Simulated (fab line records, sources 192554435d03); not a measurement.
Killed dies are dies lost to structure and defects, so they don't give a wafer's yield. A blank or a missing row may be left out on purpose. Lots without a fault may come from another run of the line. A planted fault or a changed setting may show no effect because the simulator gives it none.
fab line records | flow n5_finfet
record lots=9 wafers=27 last_day=18
route steps=1938 shown PMOS_HMC_CHANNEL_EPI@69 FIN_SAQP@90 FIN_CUT@165 BEOL_M4@1111 PASSIVATION@1936
lots that met no fault: from a run of the same line without faults
start_h: hours from the record's first day to the start of the lot's first wafer shown | wait_h: hours since the lot's step before | " the same as in the row above | L1.1+2: a row that stands for several wafers | - no value, or no start given | * or withheld: withheld | < > ~ a bound
route shown NAME@n: a module of which the file shows steps, and the number in the route of the first | usual: mean/standard deviation of fault-free wafers | same: alike in all rows | chamber/n: place in a boat | sites: the reading at each site | _std_site: their standard deviation | _edge_site: outer sites' mean less inner sites' | radius_mm: how far each site lies from the wafer's centre | mask NAME#n: copy n | behind: the tool/chamber that last shaped the wafer | hold: why the lot was held/for how many hours/how that ended | device: the transistor (n, p or np) that didn't switch | end of line: the same wafers' tests at the end of the route | a step without rows: its recipe alone | killed: dies lost to structure and defects at the first sort, not the wafer's yield | map: a wafer's dies, x killed, . not, _ none there
set.NAME: the setting as run; set.NAME@STEP: as run at that earlier step | model.NAME: the simulator's own value behind a step, which no gauge read
steps of the route over a sample of lots; a table a step, a row a wafer
services: from which hour (start_h, from the record's first day; less than 0 if before it) a tool's chamber was out of use, for how many hours, and why
## steps
# step N5_PMOS_HMC_CHANNEL_EPI_ETCH_32
# recipe chemistry=N2/H2 target=BARC stop_on=SiO2 target_depth_a=858 over_etch_frac=0.3 time_s=50.3 ion_energy_ev=200 mask_material=CAR-ArF-block pressure_mtorr=30 source_w=840 bias_w=150 n2_flow_sccm=200 h2_flow_sccm=200
# usual chamber_pressure_mTorr=30.002/0.029 drypump_motor_current_A=5.8/0.46 oes_product_au=0.64/0.04 rf_vpp_V=523.2/2.4 showerhead_plenum_p_Torr=2.52/0.082 throttle_valve_pct=17.86/0.19
# columns lot.wafer tool chamber start_h wait_h chamber_pressure_mTorr drypump_motor_current_A oes_product_au rf_hours_counter_h rf_vpp_V showerhead_plenum_p_Torr throttle_valve_pct
L495.1 rie_diel-04 1 17.79 0.0 29.964 6.1 0.68 109 527.3 2.67 17.70
L495.4 " 2 " " 30.013 5.7 0.61 198 523.2 2.52 18.01
L495.5 " 1 " " 30.009 6.1 0.68 - 528.7 2.67 17.72
L498.1 rie_diel-03 1 35.56 0.0 30.028 4.8 0.59 213 526.7 2.61 17.88
L498.2 " 3 " " 30.005 6.2 0.73 63 522.2 2.47 17.80
L498.5 " 2 " " 29.963 6.2 0.67 - 522.0 2.46 17.93
L500.3 rie_diel-03 1 47.60 0.0 29.976 4.7 0.58 216 526.1 2.61 17.90
L500.4 " 3 " " 29.993 6.2 0.72 67 523.8 2.47 17.79
L500.6 " 3 " " 29.990 6.2 0.72 - 522.5 2.47 17.80
L504.1 rie_diel-04 2 71.74 0.0 30.010 5.7 0.60 216 523.4 2.51 18.04
L504.2 " 0 " " 30.024 5.6 0.62 172 523.4 2.53 18.10
L504.3 " 1 " " 30.004 6.1 0.67 128 528.3 2.67 17.74
L505.2 rie_diel-02 1 77.93 0.0 29.981 5.7 0.66 109 518.9 2.35 17.37
L505.4 " 2 " " 30.047 5.2 0.59 232 522.2 2.50 17.67
L505.5 " 1 " " 29.996 5.7 0.68 - 518.9 2.35 17.37
L507.2 rie_diel-02 3 89.63 0.0 29.994 6.3 0.60 230 525.5 2.62 17.81
L507.3 " 1 " " 29.984 5.7 0.66 112 519.5 2.35 17.38
L507.6 " 3 " " 30.015 6.3 0.61 - 525.8 2.62 17.81
L516.3 rie_diel-04 3 143.49 0.0 30.005 5.8 0.63 202 524.0 2.52 18.09
L516.4 " 2 " " 29.991 5.7 0.59 237 523.5 2.50 18.08
L516.6 " 0 " " 29.995 5.6 0.61 - 522.4 2.52 18.13
L517.1 rie_diel-04 0 149.58 0.0 29.993 5.6 0.61 192 524.4 2.52 18.13
L517.4 " 1 " " 29.981 6.1 0.66 148 526.3 2.66 17.78
L517.5 " 1 " " 29.986 6.1 0.65 - 526.5 2.66 17.78
L518.1 rie_diel-03 1 155.63 0.0 29.991 4.7 0.57 246 525.4 2.60 17.96
L518.3 " 3 " " 30.041 6.2 0.69 98 521.5 2.46 17.85
L518.5 " 1 " " 30.014 4.7 0.57 - 525.3 2.60 17.94
# step N5_PMOS_HMC_CHANNEL_EPI_CMP_21
# recipe material=SiGe30 post_cmp_clean=alkaline_brush target_thk_nm=54
# usual motor_current_A=11.9/1.6 slurry_flow_ml_min=150.0/0.45
# columns lot.wafer tool chamber start_h wait_h motor_current_A slurry_flow_ml_min
L495.4 cmp-04 1 20.14 0.0 10.2 149.4
L495.1 " 3 " " 10.3 150.1
L495.5 " 1 " " 10.3 148.7
L498.1 cmp-04 2 37.49 0.0 12.3 150.6
L498.2 " 0 " " 15.3 149.7
L498.5 " 2 " " 12.4 150.3
L500.4 cmp-02 2 49.62 0.1 10.4 149.4
L500.3 " 3 " " 11.5 150.1
L500.6 " 0 " " 12.8 149.7
L504.2 cmp-02 1 73.68 0.0 10.7 149.8
L504.1 " 3 " " 12.2 150.8
L504.3 " 0 " " 13.7 150.4
L505.4 cmp-02 0 80.81 0.0 13.9 150.0
L505.2 " 1 " " 10.7 150.8
L505.5 " 0 " " 13.5 149.6
L507.3 cmp-04 3 92.49 0.0 10.4 150.1
L507.2 " 2 " " 12.3 150.5
L507.6 " 3 " " 10.6 149.9
L516.3 cmp-04 0 145.48 0.1 14.2 149.6
L516.4 " 2 " " 12.5 150.7
L516.6 " 3 " " 10.4 149.7
L517.1 cmp-04 0 151.51 0.0 15.5 149.8
L517.4 " 2 " " 12.1 149.9
L517.5 " 1 " " 10.1 150.1
L518.3 cmp-04 2 157.97 0.0 12.6 150.0
L518.1 " 1 " " 9.6 150.2
L518.5 " 2 " " 12.3 150.8
# step N5_FIN_SAQP_PRECLEAN_42
# recipe chemistry=O3/DIW time_s=60 temp_c=22 o3_ppm=10
# usual temp_c=22.00/0.1
# columns lot.wafer tool chamber start_h wait_h temp_c
L495.1 wet_bench-05 5 21.04 0.0 21.91
L495.4 " 6 " " 21.98
L495.5 " 7 " " 22.08
L498.1 wet_bench-05 5 38.70 0.0 21.93
L498.2 " 6 " " 21.82
L498.5 " 7 " " 21.96
L500.3 wet_bench-05 5 50.45 0.0 22.00
L500.4 " 6 " " 21.91
L500.6 " 0 " " 22.01
L504.1 wet_bench-05 2 74.72 0.0 22.07
L504.2 " 7 " " 21.68
L504.3 " 4 " " 22.03
L505.2 wet_bench-05 5 81.72 0.0 21.91
L505.4 " 3 " " 21.98
L505.5 " 0 " " 22.11
L507.2 wet_bench-05 6 93.41 0.0 21.99
L507.3 " 5 " " 21.99
L507.6 " 4 " " 21.87
L516.3 wet_bench-04 1 146.24 0.0 22.18
L516.4 " 7 " " 22.15
L516.6 " 4 " " 21.86
L517.1 wet_bench-04 0 152.41 0.0 21.96
L517.4 " 6 " " 22.01
L517.5 " 4 " " 22.08
L518.1 wet_bench-04 3 158.77 0.0 21.92
L518.3 " 2 " " 22.13
L518.5 " 7 " " 21.96
# step N5_FIN_SAQP_CD_MEAS_16
# recipe target_cd_nm=35.6 landing_energy_ev=500 detector=se_inlens
# usual cd_nm=35.5/0.32
# columns lot.wafer tool chamber start_h wait_h cd_nm
L495.1 cd_sem-03 0 23.33 - 35.2
L495.4 " 0 " " 35.2
L495.5 " 0 " " 35.3
L498.1 cd_sem-03 0 40.00 - 35.0
L498.2 " 0 " " 35.8
L498.5 " 0 " " 35.4
L500.3 cd_sem-03 0 52.14 - 35.9
L500.4 " 0 " " 35.4
L500.6 " 0 " " 35.6
L504.1 cd_sem-03 0 76.03 - 35.0
L504.2 " 0 " " 36.1
L504.3 " 0 " " 35.7
L505.2 cd_sem-03 0 83.01 - 35.4
L505.4 " 0 " " 35.2
L505.5 " 0 " " 34.9
L507.2 cd_sem-01 0 96.07 - 36.1
L507.3 " 0 " " 36.0
L507.6 " 0 " " 35.9
L516.3 cd_sem-01 0 147.75 - 35.8
L516.4 " 0 " " 35.6
L516.6 " 0 " " 35.6
L517.1 cd_sem-02 0 153.90 - 35.4
L517.4 " 0 " " 35.7
L517.5 " 0 " " 35.4
L518.1 cd_sem-03 0 161.45 - 35.5
L518.3 " 0 " " 35.1
L518.5 " 0 " " 35.1
# step N5_FIN_SAQP_INSPECT_18
# recipe mode=adi inspect_instrument=brightfield
# usual raw_defect_count=388/110
# columns lot.wafer tool chamber start_h wait_h raw_defect_count
L495.1 defect_inspect-01 - 23.39 0.0 360
L495.4 " - " " 321
L495.5 " - " " 392
L498.1 defect_inspect-01 - 40.06 0.0 403
L498.2 " - " " 437
L498.5 " - " " 319
L500.3 defect_inspect-01 - 52.19 0.0 404
L500.4 " - " " 370
L500.6 " - " " 292
L504.1 defect_inspect-01 - 76.10 0.0 1525
L504.2 " - " " 1494
L504.3 " - " " 1505
L505.2 defect_inspect-01 - 83.07 0.0 1418
L505.4 " - " " 1417
L505.5 " - " " 1389
L507.2 defect_inspect-02 - 96.13 0.0 1355
L507.3 " - " " 1357
L507.6 " - " " 1348
L516.3 defect_inspect-02 - 147.81 0.0 287
L516.4 " - " " 272
L516.6 " - " " 231
L517.1 defect_inspect-01 - 153.96 0.0 334
L517.4 " - " " 278
L517.5 " - " " 328
L518.1 defect_inspect-01 - 161.51 0.0 399
L518.3 " - " " 459
L518.5 " - " " 328
# step N5_FIN_SAQP_INSPECT_40
# recipe inspect_instrument=brightfield mode=aei
# usual raw_defect_count=221/57
# columns lot.wafer tool chamber start_h wait_h raw_defect_count
L495.1 defect_inspect-02 - 28.13 0.0 247
L495.4 " - " " 158
L495.5 " - " " 245
L498.1 defect_inspect-02 - 45.10 0.0 257
L498.2 " - " " 170
L498.5 " - " " 186
L500.3 defect_inspect-01 - 56.37 0.0 241
L500.4 " - " " 216
L500.6 " - " " 192
L504.1 defect_inspect-02 - 81.08 0.0 1291
L504.2 " - " " 1230
L504.3 " - " " 1209
L505.2 defect_inspect-01 - 88.81 0.0 1231
L505.4 " - " " 1257
L505.5 " - " " 1303
L507.2 defect_inspect-01 - 101.38 0.0 1277
L507.3 " - " " 1283
L507.6 " - " " 1255
L516.3 defect_inspect-01 - 153.33 0.0 185
L516.4 " - " " 117
L516.6 " - " " 160
L517.1 defect_inspect-01 - 161.50 0.0 275
L517.4 " - " " 164
L517.5 " - " " 330
L518.1 defect_inspect-02 - 167.84 0.0 193
L518.3 " - " " 275
L518.5 " - " " 209
# step N5_FIN_CUT_INSPECT_10
# recipe mode=adi inspect_instrument=brightfield
# usual raw_defect_count=39/10
# columns lot.wafer tool chamber start_h wait_h raw_defect_count
L495.1 defect_inspect-01 - 28.52 0.1 36
L495.4 " - " " 29
L495.5 " - " " 36
L498.1 defect_inspect-02 - 45.49 0.1 48
L498.2 " - " " 32
L498.5 " - " " 33
L500.3 defect_inspect-01 - 56.89 0.0 44
L500.4 " - " " 28
L500.6 " - " " 26
L504.1 defect_inspect-02 - 81.47 0.1 1074
L504.2 " - " " 1095
L504.3 " - " " 1043
L505.2 defect_inspect-02 - 89.20 0.0 1080
L505.4 " - " " 1051
L505.5 " - " " 1108
L507.2 defect_inspect-01 - 101.79 0.0 1037
L507.3 " - " " 1113
L507.6 " - " " 1026
L516.3 defect_inspect-01 - 153.72 0.0 37
L516.4 " - " " 24
L516.6 " - " " 31
L517.1 defect_inspect-01 - 162.02 0.1 38
L517.4 " - " " 22
L517.5 " - " " 47
L518.1 defect_inspect-01 - 168.23 0.1 37
L518.3 " - " " 57
L518.5 " - " " 62
# step N5_BEOL_M4_RC_MEAS_101
# usual DIBL_N=35.7/1.3 DIBL_P=35.4/1.8 IOFF_N=0.152/0.027 IOFF_P=0.20/0.034 ION_N=672/9.8 ION_P=461/7.5 SS_N=71.4/0.55 SS_P=73.1/0.61 VT_N=251/3.3 VT_P=-251/3.6
# columns lot.wafer tool chamber start_h wait_h DIBL_N[mV/V] DIBL_P[mV/V] IOFF_N[nA/um] IOFF_P[nA/um] ION_N[uA/um] ION_P[uA/um] SS_N[mV/dec] SS_P[mV/dec] VT_N[mV] VT_P[mV]
L495.1 prober-02 0 162.74 0.0 37.2 39.2 0.199 0.27 681 469 72.2 74.2 247 -244
L495.4 " 0 " " 35.0 38.2 0.160 0.24 672 465 71.1 73.9 248 -246
L495.5 " 0 " " 35.2 36.6 0.161 0.22 684 467 71.0 73.7 248 -247
L498.1 prober-02 0 181.19 0.0 34.3 36.0 0.149 0.18 676 457 70.9 72.8 252 -255
L498.2 " 0 " " 34.6 34.9 0.144 0.17 664 455 71.6 72.0 254 -253
L498.5 " 0 " " 33.5 35.0 0.146 0.17 670 459 70.7 73.0 251 -252
L500.3 prober-02 0 194.45 0.3 35.6 36.1 0.174 0.24 679 472 71.7 73.4 247 -243
L500.4 " 0 " " 38.0 39.5 0.237 0.32 694 484 72.4 73.6 243 -242
L500.6 " 0 " " 37.0 37.8 0.203 0.27 691 481 71.8 73.5 243 -243
L504.1 prober-02 0 219.25 0.4 36.5 34.9 0.147 0.19 671 458 72.1 73.5 251 -248
L504.2 " 0 " " 37.6 35.7 0.154 0.21 669 459 71.6 73.0 250 -251
L504.3 " 0 " " 37.4 36.3 0.156 0.21 675 458 72.1 73.0 253 -249
L505.2 prober-02 0 227.33 0.2 37.7 38.4 0.186 0.26 680 466 72.5 74.4 250 -245
L505.4 " 0 " " 35.7 35.6 0.148 0.22 662 463 71.3 73.1 250 -248
L505.5 " 0 " " 34.8 34.8 0.139 0.21 677 465 70.7 73.3 250 -248
L507.2 prober-02 0 240.16 0.2 35.2 34.3 0.139 0.16 649 445 71.2 73.1 252 -256
L507.3 " 0 " " 34.1 33.3 0.125 0.15 659 449 70.1 73.0 251 -256
L507.6 " 0 " " 35.6 35.7 0.146 0.17 653 445 71.2 73.2 254 -256
L516.3 prober-02 0 286.21 0.3 35.3 35.0 0.137 0.18 679 464 70.7 72.9 254 -252
L516.4 " 0 " " 37.8 38.1 0.182 0.22 689 468 71.5 73.6 249 -249
L516.6 " 0 " " 35.5 35.2 0.137 0.18 678 466 71.0 73.5 250 -253
L517.1 prober-01 0 308.16 0.0 34.3 34.6 0.123 0.18 663 458 71.2 72.0 253 -252
L517.4 " 0 " " 36.4 36.6 0.150 0.20 673 464 71.5 73.5 250 -250
L517.5 " 0 " " 35.3 35.2 0.124 0.17 667 456 71.2 72.7 253 -251
L518.1 prober-02 0 318.48 0.0 34.8 33.5 0.121 0.19 674 459 70.5 73.0 254 -252
L518.3 " 0 " " 33.8 32.4 0.104 0.17 653 457 70.8 72.3 259 -253
L518.5 " 0 " " 35.4 34.7 0.132 0.20 668 467 71.3 73.0 252 -249
# step N5_PASSIVATION_PROBE_49
# usual defect_limited_yield=91.5/1.3 killed_at_M0_to_M3=33/11 killed_at_M4_up=14/5.3 killed_at_contacts=11/6.3 killed_at_front_end=38/10 killed_at_other=3.7/2.8 killed_dies=101/16 killed_on_rim=13/3.4 killed_open=67/12 killed_short=32/7.4 sort_bin_5_function=5.0/0.86 sort_bin_6_memory=3.2/0.69 sort_n_pass=1079/16 sort_yield_pct=91.5/1.3
# same gross_dies=1180 killed_at_back_side=0 sort_bin_4_leakage[%]=0 sort_bin_8_speed[%]=0
# columns lot.wafer tool chamber start_h wait_h defect_limited_yield[%] killed_at_M0_to_M3 killed_at_M4_up killed_at_contacts killed_at_front_end killed_at_other killed_dies killed_on_rim killed_open killed_short sort_bin_5_function[%] sort_bin_6_memory[%] sort_n_pass sort_yield_pct[%]
L504.1 prober-02 - 312.13 0.0 82.8 23 9 7 161 3 203 22 47 20 10.3 3.2 977 82.8
L504.2 prober-02 - 312.18 0.1 80.4 40 7 7 170 7 231 22 64 32 12.2 4.1 949 80.4
L504.3 prober-02 - 312.23 0.1 87.5 16 7 8 111 6 148 27 48 24 6.9 3.2 1032 87.5
L505.2 prober-02 - 333.15 0.1 83.8 21 11 11 147 1 191 33 68 31 8.4 4.9 989 83.8
L505.4 prober-02 - 333.25 0.2 87.7 25 14 7 93 6 145 35 63 19 7.6 2.8 1035 87.7
L505.5 prober-02 - 333.30 0.2 79.9 25 17 9 181 5 237 28 72 24 11.8 4.6 943 79.9
L507.2 prober-01 - 347.54 0.1 81.9 44 9 14 141 5 213 29 70 37 9.9 4.7 967 81.9
L507.3 prober-01 - 347.59 0.1 81.9 49 17 11 135 2 214 27 86 43 11.0 4.2 966 81.9
L507.6 prober-01 - 347.74 0.3 84.9 41 20 17 98 2 178 27 75 28 9.1 3.6 1002 84.9
# killed by level:class
L504.1 FIN_SAQP:unspecified=135 BEOL_M3:geometric_particle:open=7 STI_FIN_REVEAL:geometric_particle:open=6 BEOL_M2:geometric_particle:open=6 FIN_SAQP:geometric_particle:open=5 MOL_CONTACT_COAG:geometric_particle:open=5 FIN_SAQP:geometric_particle:short=4 BEOL_M5:geometric_particle:open=3
L504.2 FIN_SAQP:unspecified=135 BEOL_M3:geometric_particle:open=17 FIN_SAQP:geometric_particle:short=10 STI_FIN_REVEAL:geometric_particle:open=8 MOL_CONTACT_COAG:geometric_particle:open=7 BEOL_M0_SAQP:geometric_particle:open=6 BEOL_M0_SAQP:geometric_particle:short=5 GATE_CUT:geometric_particle:short=4
L504.3 FIN_SAQP:unspecified=75 FIN_SAQP:geometric_particle:open=8 STI_FIN_REVEAL:geometric_particle:open=6 BEOL_M3:geometric_particle:open=6 MOL_CONTACT_COAG:geometric_particle:open=5 BEOL_M4:geometric_particle:open=5 STARTING-WAFER:geometric_particle:short=4 BEOL_M1:geometric_particle:short=3
L505.2 FIN_SAQP:unspecified=91 STI_FIN_REVEAL:geometric_particle:open=23 FIN_SAQP:geometric_particle:open=8 MOL_CONTACT_COAG:geometric_particle:open=8 GATE_CUT:geometric_particle:short=6 STI_FIN_REVEAL:geometric_particle:short=5 BEOL_M2:geometric_particle:open=5 BEOL_M7:geometric_particle:open=4
L505.4 FIN_SAQP:unspecified=60 STI_FIN_REVEAL:geometric_particle:open=14 BEOL_M2:geometric_particle:open=8 MOL_CONTACT_COAG:geometric_particle:open=6 BEOL_M4:geometric_particle:open=6 BEOL_M3:geometric_particle:open=4 GATE_CUT:geometric_particle:open=3 BEOL_M0_SAQP:geometric_particle:short=3
L505.5 FIN_SAQP:unspecified=138 BEOL_M4:geometric_particle:open=12 STI_FIN_REVEAL:geometric_particle:open=11 BEOL_M3:geometric_particle:open=9 MOL_CONTACT_COAG:geometric_particle:open=7 DUMMY_GATE:geometric_particle:open=6 FIN_SAQP:geometric_particle:short=5 BEOL_M2:geometric_particle:open=4
L507.2 FIN_SAQP:unspecified=103 STI_FIN_REVEAL:geometric_particle:open=15 MOL_CONTACT_COAG:geometric_particle:open=13 BEOL_M0_SAQP:geometric_particle:open=13 BEOL_M2:geometric_particle:open=8 BEOL_M0_SAQP:geometric_particle:short=7 FIN_SAQP:geometric_particle:short=6 BEOL_M1:geometric_particle:open=5
L507.3 FIN_SAQP:unspecified=85 STI_FIN_REVEAL:geometric_particle:open=19 BEOL_M0_SAQP:geometric_particle:short=11 MOL_CONTACT_COAG:geometric_particle:open=10 BEOL_M1:geometric_particle:open=10 BEOL_M0_SAQP:geometric_particle:open=9 BEOL_M1:geometric_particle:short=8 STI_FIN_REVEAL:geometric_particle:short=6
L507.6 FIN_SAQP:unspecified=74 BEOL_M2:geometric_particle:open=18 MOL_CONTACT_COAG:geometric_particle:open=12 BEOL_M4:geometric_particle:open=11 BEOL_M1:geometric_particle:open=7 GATE_CUT:geometric_particle:short=5 MOL_CONTACT_COAG:geometric_particle:short=5 BEOL_M3:geometric_particle:open=5
## services
# columns tool chamber start_h hours kind
wet_bench-04 - 0.46 1.8 repair
cmp-02 - 2.97 4.1 repair
cmp-02 - 9.54 2.4 repair
rie_diel-03 - 22.85 0.8 repair
cmp-02 - 23.84 5.1 pm
rie_diel-03 1 63.21 7.4 repair
cmp-02 - 65.92 2.2 repair
cmp-04 - 100.54 4.1 pm
cmp-04 - 106.85 0.5 repair
rie_diel-02 1 128.59 14.5 repair
cmp-04 - 134.00 4.0 pm
cmp-04 - 138.00 - consumable_replace:conditioner
cmp-04 - 138.00 - consumable_replace:pad
rie_diel-02 2 143.09 - clean
rie_diel-02 2 143.09 - consumable_replace:focus_ring
rie_diel-02 2 143.09 35.0 scheduled_down
rie_diel-02 2 143.09 35.0 vent_cycle
## key
first_sign step=N5_FIN_SAQP_INSPECT_18 reading=raw_defect_count direction=up sigmas=9.3 usual=388 struck=1423
effect step=N5_FIN_SAQP_INSPECT_40 reading=raw_defect_count direction=up sigmas=18 usual=221 struck=1260
effect step=N5_FIN_CUT_INSPECT_10 reading=raw_defect_count direction=up sigmas=99+ usual=39 struck=1070
effect step=N5_PASSIVATION_PROBE_49 reading=killed_at_front_end direction=up sigmas=9.7 usual=38 struck=137
more_kills_born_at N5_FIN_SAQP_PRECLEAN_42@wet_bench-05=896
met_at N5_FIN_SAQP_PRECLEAN_42
struck_lots L504,L505,L507
not_acting_at N5_PMOS_HMC_CHANNEL_EPI_ETCH_32,N5_PMOS_HMC_CHANNEL_EPI_CMP_21,N5_FIN_SAQP_CD_MEAS_16
onset_between 50.45 74.72
fault kind=chamber_particle_source tool=wet_bench-05 chamber=- onset_h=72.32 steps=N5_FIN_SAQP_PRECLEAN_42 rate_per_visit_cm2=1.5866 end_h=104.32
